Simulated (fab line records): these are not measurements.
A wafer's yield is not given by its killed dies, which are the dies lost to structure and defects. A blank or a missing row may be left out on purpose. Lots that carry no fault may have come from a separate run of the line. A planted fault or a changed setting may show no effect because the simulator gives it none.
fab line records | flow n5-finfet
[record] lots = 5 wafers = 15 last-day = 18
route steps=1938 shown BEOL_M6@1212 PASSIVATION@1936
lots that met no fault: from a run of the same line without faults
start-h: hours from the record's opening day to when the first of the lot's shown wafers began | wait-h: hours elapsed since this lot's preceding step | " the same as in the row above | L1.1+2: several wafers, shown together as one row | - either no value or no given start | * or withheld: withheld | < > ~ a bound
route shown NAME@n: NAME is a module with steps in the file, n the number in the route of the first one | usual: average and standard deviation across the fault-free wafers | same: alike in all rows | chamber/n: place in a boat | sites: each site's reading | _std_site: standard deviation across them | _edge_site: outer sites' mean less inner sites' | radius-mm: how far each site lies from the wafer's centre | mask NAME#n: copy n | behind: the most recent tool/chamber to have shaped the wafer | hold: reason for holding the lot/hours on hold/outcome of the hold | device: names the non-switching transistor (n, p or np) | end of line: tests of these same wafers at the route's end | a step without rows: its recipe alone | killed: at the first sort, the dies lost to defects and structure; wafer yield is something else | map: a wafer's dies, x killed, . not, _ none there
set.NAME: setting as actually run; set.NAME@STEP: the setting as run at that earlier step | model.NAME: the simulator's own value behind a step, which no gauge read
lots seen at some steps along the route; tables by step, rows by wafer
services: a tool's chamber out of use, with start hour (start-h, from the record's first day; less than 0 if before it), hours out, and reason
[[steps]]
[step N5_BEOL_M6_ETCH_62]
[recipe] chemistry = N2/H2 target = SOC target-depth-a = 1100 overetch-a = 220 mask-material = SiARC temp-c = 40 time-s = 165 ion-energy-ev = 200 pressure-mtorr = 30 source-w = 840 bias-w = 150 n2-flow-sccm = 200 h2-flow-sccm = 200
[step N5_BEOL_M6_STRIP_68]
[recipe] chemistry = N2/H2 temp-c = 40 n2-flow-sccm = 200 h2-flow-sccm = 200 rf-frequency-hz = 6e+07
[step N5_BEOL_M6_STRIP_67]
[recipe] chemistry = CF4 resist = SiARC power-w = 300 bias-power-w = 75 pressure-mtorr = 50 cf4-flow-sccm = 150 rf-frequency-hz = 6e+07
[step N5_BEOL_M6_HM_OPEN_17]
[recipe] chemistry = Cl2/BCl3 target-depth-a = 200 overetch-a = 60 target = TiN mask-material = SOC ion-energy-ev = 150 pressure-mtorr = 10 icp-w = 1000 bias-w = 126 Cl2_flow_sccm = 53.25 bcl3-flow-sccm = 21.75 Ar_flow_sccm = 25
[step N5_BEOL_M6_STRIP_19]
[recipe] chemistry = O2 power-w = 400 temp-c = 40 pressure-mtorr = 30 rf-frequency-hz = 6e+07 bias-power-w = 0 overash-fraction = 0.2 o2-flow-sccm = 225
[step N5_BEOL_M6_COAT_63]
[recipe] resist = SOC temp-c = 250 time-s = 60 spin-rpm = 1500 resist-thk-nm = 60
[step N5_BEOL_M6_COAT_64]
[recipe] resist = SiARC temp-c = 220 time-s = 60 spin-rpm = 1500 resist-thk-nm = 12
[step N5_BEOL_M6_COAT_71]
[recipe] resist = underlayer temp-c = 205 time-s = 60 spin-rpm = 1500 resist-thk-nm = 5
[step N5_BEOL_M6_COAT_22]
[recipe] resist = CAR-EUV spin-rpm = 1500 resist-thk-nm = 30
[step N5_BEOL_M6_EBR_24]
[recipe] solvent = PGMEA ebr-width-mm = 1.5
[step N5_BEOL_M6_SOFTBAKE_23]
[recipe] temp-c = 110 time-s = 60 resist = CAR-EUV
[step N5_BEOL_M6_EXPOSE_25]
[recipe] mask-id = V5 na = 0.33 source-shape = annular sigma-inner = 0.4 sigma-outer = 0.8 polarization = unpolarized target-cd-nm = 40 dose-mj = 45
[same] sigma-outer = 0.8
// columns lot.wafer tool chamber start-h wait-h mask
L851.1+2+5 euv-scanner-01 0 264.81 - V5#0
L850.1+2+3 euv-scanner-01 0 268.59 - V5#0
L849.1+4+5 euv-scanner-01 0 281.74 - V5#0
L852.3+5+6 euv-scanner-01 0 284.85 - V5#0
L861.3+4+6 euv-scanner-02 0 339.45 - V5#0
[step N5_BEOL_M6_PEB_26]
[recipe] peb-temp-c = 100 peb-time-s = 60 resist = CAR-EUV
[step N5_BEOL_M6_DEVELOP_27]
[recipe] develop-time-s = 30 developer = TMAH resist = CAR-EUV rinse-liquid = surfactant-rinse dry = air-spin dev-temp-c = 23
[step N5_BEOL_M6_DESCUM_33]
[recipe] chemistry = O2 time-s = 7 source-power-w = 50 bias-power-w = 20 pressure-mtorr = 20 rf-frequency-hz = 2.712e+07 temp-c = 40 resist = CAR-EUV o2-flow-sccm = 225
[usual] drypump-motor-current-A = 5.6/0.42 oes-product-au = 0.80/0.084 rf-vpp-V = 243.5/1.7 showerhead-plenum-p-Torr = 2.12/0.094 throttle-valve-pct = 20.51/0.22
// columns lot.wafer tool chamber start-h wait-h drypump-motor-current-A oes-product-au rf-hours-counter-h rf-vpp-V showerhead-plenum-p-Torr throttle-valve-pct model.BEOL_M6.cd-nm
L851.1 rie-diel-01 0 265.07 0.0 5.0 1.00 3 246.1 2.23 20.10 40.2
L851.2 " 2 " " 4.9 0.71 211 240.1 1.91 20.69 40
L851.5 " 1 " " 5.3 0.76 - 240.4 2.01 20.73 40.2
L850.1 rie-diel-06 2 268.87 0.1 5.9 0.67 239 241.7 2.06 20.63 40.4
L850.2 " 0 " " 5.6 0.80 100 245.5 2.19 20.34 40
L850.3 " 1 " " 6.3 0.89 32 244.4 2.23 20.59 40.4
L849.1 rie-diel-02 3 282.00 0.0 5.8 0.72 231 243.5 2.07 20.30 40.4
L849.4 " 2 " " 5.4 0.96 10 243.7 2.06 20.28 39.8
L849.5 " 0 " " 5.9 0.77 - 245.0 2.18 20.73 40
L852.3 rie-diel-02 0 285.09 0.0 5.9 0.76 158 244.9 2.18 20.76 40.4
L852.5 " 0 " " 5.9 0.77 - 245.1 2.18 20.74 40
L852.6 " 1 " " 5.4 0.77 - 244.4 2.19 20.75 40.4
L861.3 rie-diel-02 0 339.80 0.1 5.9 0.76 177 244.1 2.17 20.77 39.8
L861.4 " 2 " " 5.4 0.92 - 242.6 2.05 20.30 39.8
L861.6 " 0 " " 5.9 0.75 - 244.7 2.17 20.78 39.8
[step N5_BEOL_M6_ETCH_72]
[recipe] chemistry = N2/H2 target = underlayer target-depth-a = 65 mask-material = CAR-EUV time-s = 5.2 ion-energy-ev = 200 pressure-mtorr = 30 source-w = 840 bias-w = 150 n2-flow-sccm = 200 h2-flow-sccm = 200 ends = cleared
[step N5_BEOL_M6_ETCH_65]
[recipe] chemistry = CF4 target = SiARC target-depth-a = 156 mask-material = CAR-EUV time-s = 26 ion-energy-ev = 80 pressure-mtorr = 40 source-w = 545 bias-w = 36 Ar_flow_sccm = 100 cf4-flow-sccm = 100 ends = cleared
[step N5_BEOL_M6_ETCH_66]
[recipe] chemistry = N2/H2 target = SOC target-depth-a = 800 overetch-a = 160 mask-material = SiARC temp-c = 40 time-s = 120 ion-energy-ev = 200 pressure-mtorr = 30 source-w = 840 bias-w = 150 n2-flow-sccm = 200 h2-flow-sccm = 200
[step N5_BEOL_M6_STRIP_69]
[recipe] chemistry = N2/H2 temp-c = 40 n2-flow-sccm = 200 h2-flow-sccm = 200 rf-frequency-hz = 6e+07
[step N5_BEOL_M6_STRIP_73]
[recipe] chemistry = N2/H2 temp-c = 40 n2-flow-sccm = 200 h2-flow-sccm = 200 rf-frequency-hz = 6e+07
[step N5_BEOL_M6_VIA_ETCH_34]
[recipe] chemistry = C4F6/O2 target = SiCOH_lowk target-depth-a = 1263 mask-material = SOC taper-deg = 4 time-s = 50.9 ion-energy-ev = 250 pressure-mtorr = 30 source-w = 345 bias-w = 185 Ar_flow_sccm = 300 C4F6_flow_sccm = 10 O2_flow_sccm = 10
[usual] drypump-motor-current-A = 5.7/0.42 oes-product-au = 0.80/0.082 rf-vpp-V = 666/4.7 showerhead-plenum-p-Torr = 2.88/0.12 throttle-valve-pct = 20.98/0.22
// columns lot.wafer tool chamber start-h wait-h drypump-motor-current-A oes-product-au rf-hours-counter-h rf-vpp-V showerhead-plenum-p-Torr throttle-valve-pct model.BEOL_M6.cd-nm
L851.1 rie-diel-01 0 265.25 0.0 5.0 0.99 3 672 3.02 20.56 40.2
L851.2 " 2 " " 4.9 0.71 211 658 2.61 21.17 40
L851.5 " 1 " " 5.3 0.74 - 660 2.73 21.13 40
L850.1 rie-diel-06 2 269.05 0.0 5.9 0.67 239 664 2.82 21.17 40.2
L850.2 " 0 " " 5.6 0.80 100 669 2.99 20.90 39.8
L850.3 " 1 " " 6.3 0.90 32 666 3.02 21.05 40.4
L849.1 rie-diel-02 3 282.18 0.0 5.7 0.71 231 664 2.81 20.71 40.4
L849.4 " 2 " " 5.4 0.96 10 673 2.79 20.69 39.6
L849.5 " 0 " " 5.9 0.77 - 670 2.96 21.22 40.2
L852.3 rie-diel-02 0 285.27 0.0 5.9 0.77 158 670 2.96 21.22 40.6
L852.5 " 0 " " 5.9 0.76 - 670 2.96 21.24 40.2
L852.6 " 1 " " 5.4 0.77 - 666 2.97 21.23 40.6
L861.3 rie-diel-02 0 339.98 0.0 5.9 0.74 177 670 2.95 21.24 40
L861.4 " 2 " " 5.4 0.92 - 674 2.78 20.73 39.8
L861.6 " 0 " " 5.9 0.75 - 668 2.95 21.26 39.8
[step N5_BEOL_M6_STRIP_76]
[recipe] chemistry = C4F6/O2 resist = SiARC rf-frequency-hz = 6e+07
[step N5_PASSIVATION_PROBE_49]
[usual] defect-limited-yield = 91.5/1.4 killed_at_M0_to_M3 = 32/9.8 killed_at_M4_up = 13/5.3 killed-at-contacts = 13/6.4 killed-at-front-end = 39/10 killed-at-other = 3.1/2.5 killed-dies = 100/17 killed-open = 65/13 killed-short = 33/7.7 sort_bin_5_function = 5.0/0.93 sort_bin_6_memory = 3.2/0.69 sort-n-pass = 1080/17 sort-yield-pct = 91.5/1.4
[same] gross-dies = 1180 killed-at-back-side = 0 sort_bin_4_leakage[%] = 0 sort_bin_8_speed[%] = 0
// columns lot.wafer tool chamber start-h wait-h defect-limited-yield[%] killed_at_M0_to_M3 killed_at_M4_up killed-at-contacts killed-at-front-end killed-at-other killed-dies killed-open killed-short sort_bin_5_function[%] sort_bin_6_memory[%] sort-n-pass sort-yield-pct[%]
L850.1 prober-02 - 359.92 0.0 90.8 43 9 20 32 5 109 69 40 4.9 4.1 1071 90.8
L850.2 prober-02 - 359.97 0.1 92.2 31 2 19 37 3 92 62 29 4.4 3.0 1088 92.2
L850.3 prober-02 - 360.02 0.1 93.1 18 6 9 48 0 81 42 39 3.4 2.9 1099 93.1
L849.1 prober-02 - 371.24 0.0 93.0 28 15 16 21 3 83 62 20 3.3 3.7 1097 93.0
L849.4 prober-02 - 371.39 0.2 93.6 32 3 11 28 2 76 53 21 3.7 2.5 1104 93.6
L849.5 prober-02 - 371.44 0.2 89.9 46 8 26 33 6 119 80 39 6.0 3.8 1061 89.9
L852.3 prober-01 - 371.88 0.1 92.3 29 14 4 41 3 91 57 34 4.3 3.2 1089 92.3
L852.5 prober-01 - 371.98 0.2 92.7 23 12 3 44 4 86 55 29 4.7 2.2 1094 92.7
L852.6 prober-01 - 372.03 0.3 93.5 14 13 8 35 7 77 50 27 3.6 2.5 1103 93.5
L861.3 prober-02 - 432.17 0.1 88.8 49 9 19 54 1 132 100 32 6.1 4.7 1048 88.8
L861.4 prober-02 - 432.22 0.2 91.7 33 16 9 39 1 98 70 28 5.0 3.3 1082 91.7
L861.6 prober-02 - 432.32 0.3 90.9 48 11 13 33 2 107 70 37 5.2 3.6 1073 90.9
// killed by level:class
L850.1 BEOL_M0_SAQP:geometric-particle:open=12 MOL_CONTACT_COAG:geometric-particle:short=12 BEOL_M0_SAQP:geometric-particle:short=11 STI_FIN_REVEAL:geometric-particle:open=9 MOL_CONTACT_COAG:geometric-particle:open=8 BEOL_M3:geometric-particle:open=7 FIN_SAQP:geometric-particle:short=5 BEOL_M1:geometric-particle:open=5
L850.2 MOL_CONTACT_COAG:geometric-particle:open=13 BEOL_M1:geometric-particle:open=11 FIN_SAQP:geometric-particle:open=8 BEOL_M3:geometric-particle:open=7 FIN_SAQP:geometric-particle:short=6 STI_FIN_REVEAL:geometric-particle:open=6 MOL_CONTACT_COAG:geometric-particle:short=6 DUMMY_GATE:geometric-particle:open=5
L850.3 STI_FIN_REVEAL:geometric-particle:open=11 FIN_SAQP:geometric-particle:short=8 BEOL_M0_SAQP:geometric-particle:short=8 GATE_CUT:geometric-particle:short=7 MOL_CONTACT_COAG:geometric-particle:open=6 FIN_SAQP:geometric-particle:open=5 STARTING-WAFER:geometric-particle:short=5 GATE_CUT:geometric-particle:open=5
L849.1 MOL_CONTACT_COAG:geometric-particle:open=13 BEOL_M2:geometric-particle:open=8 BEOL_M5:geometric-particle:open=8 BEOL_M0_SAQP:geometric-particle:open=7 BEOL_M0_SAQP:geometric-particle:short=7 BEOL_M6:geometric-particle:open=5 DUMMY_GATE:geometric-particle:open=4 GATE_CUT:geometric-particle:short=3
L849.4 BEOL_M0_SAQP:geometric-particle:open=12 MOL_CONTACT_COAG:geometric-particle:open=10 BEOL_M0_SAQP:geometric-particle:short=9 FIN_SAQP:geometric-particle:open=5 GATE_CUT:geometric-particle:short=5 BEOL_M1:geometric-particle:open=5 BEOL_M2:geometric-particle:open=4 STI_FIN_REVEAL:geometric-particle:open=3
L849.5 MOL_CONTACT_COAG:geometric-particle:open=21 BEOL_M1:geometric-particle:open=12 BEOL_M3:geometric-particle:open=8 BEOL_M0_SAQP:geometric-particle:short=8 FIN_SAQP:geometric-particle:short=7 DUMMY_GATE:geometric-particle:open=5 MOL_CONTACT_COAG:geometric-particle:short=5 BEOL_M2:geometric-particle:open=5
L852.3 FIN_SAQP:geometric-particle:short=12 FIN_SAQP:geometric-particle:open=7 STI_FIN_REVEAL:geometric-particle:open=7 BEOL_M3:geometric-particle:open=7 BEOL_M0_SAQP:geometric-particle:open=6 BEOL_M0_SAQP:geometric-particle:short=6 STARTING-WAFER:geometric-particle:open=5 BEOL_M2:geometric-particle:open=4
L852.5 FIN_SAQP:geometric-particle:open=17 STI_FIN_REVEAL:geometric-particle:open=7 BEOL_M0_SAQP:geometric-particle:short=7 BEOL_M4:geometric-particle:open=6 FIN_SAQP:geometric-particle:short=4 BEOL_M0_SAQP:geometric-particle:open=4 STARTING-WAFER:geometric-particle:short=3 ILD0:geometric-particle:short=3
L852.6 STI_FIN_REVEAL:geometric-particle:open=7 DUMMY_GATE:geometric-particle:open=6 FIN_SAQP:geometric-particle:open=4 FIN_SAQP:geometric-particle:short=4 MOL_CONTACT_COAG:geometric-particle:short=4 MOL_CONTACT_COAG:geometric-particle:open=4 BEOL_M2:geometric-particle:open=4 MIM_TOP_ETCH:geometric-particle:open=4
L861.3 FIN_SAQP:geometric-particle:open=27 BEOL_M0_SAQP:geometric-particle:open=17 MOL_CONTACT_COAG:geometric-particle:open=16 BEOL_M0_SAQP:geometric-particle:short=13 FIN_SAQP:geometric-particle:short=7 STI_FIN_REVEAL:geometric-particle:open=7 BEOL_M2:geometric-particle:open=7 BEOL_M1:geometric-particle:open=4
L861.4 FIN_SAQP:geometric-particle:open=14 BEOL_M0_SAQP:geometric-particle:open=9 MOL_CONTACT_COAG:geometric-particle:open=8 BEOL_M0_SAQP:geometric-particle:short=8 BEOL_M3:geometric-particle:open=6 BEOL_M4:geometric-particle:open=6 FIN_SAQP:geometric-particle:short=5 DUMMY_GATE:geometric-particle:open=5
L861.6 BEOL_M0_SAQP:geometric-particle:open=13 BEOL_M0_SAQP:geometric-particle:short=11 FIN_SAQP:geometric-particle:open=9 BEOL_M2:geometric-particle:open=9 MOL_CONTACT_COAG:geometric-particle:open=8 BEOL_M4:geometric-particle:open=7 FIN_SAQP:geometric-particle:short=5 MOL_CONTACT_COAG:geometric-particle:short=5
[[services]]
// columns tool chamber start-h hours kind
euv-scanner-02 - 242.59 1.0 pm
rie-diel-06 0 243.05 2.5 repair
euv-scanner-01 - 248.41 4.6 pm
euv-scanner-02 - 260.45 12.0 pm
euv-scanner-01 - 261.24 0.3 repair
rie-diel-02 0 263.26 1.9 repair
euv-scanner-01 - 273.20 1.0 pm
euv-scanner-02 - 281.38 0.4 repair
euv-scanner-02 0 287.47 - calibration
rie-diel-06 1 298.54 10.2 repair
euv-scanner-02 - 298.74 1.0 pm
rie-diel-06 2 308.72 - clean
rie-diel-06 2 308.72 - consumable-replace:focus-ring
rie-diel-06 2 308.72 27.9 scheduled-down
rie-diel-06 2 308.72 27.9 vent-cycle
rie-diel-06 0 323.67 8.7 repair
euv-scanner-01 - 329.35 1.0 pm
rie-diel-02 3 339.30 - clean
rie-diel-02 3 339.30 - consumable-replace:focus-ring
rie-diel-02 3 339.30 19.9 scheduled-down
rie-diel-02 3 339.30 19.9 vent-cycle
[[key]]
first-sign none at tools or gauges
[model-effect] step = N5_BEOL_M6_DESCUM_33 value = BEOL_M6.cd-nm without = 39.96 struck = 40.4
[model-effect] step = N5_BEOL_M6_VIA_ETCH_34 value = BEOL_M6.cd-nm without = 40 struck = 40.44
met-at N5_BEOL_M6_EXPOSE_25
struck-wafers L849.1,L850.1,L850.3,L852.3,L852.6
onset-between 264.81 268.59
[fault] kind = process-parameter-drift tool = euv-scanner-01 chamber = - onset-h = 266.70 steps = N5_BEOL_M6_EXPOSE_25 channel = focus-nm offset = 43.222 shape = step end-h = 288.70 scope = struck-wafers-only
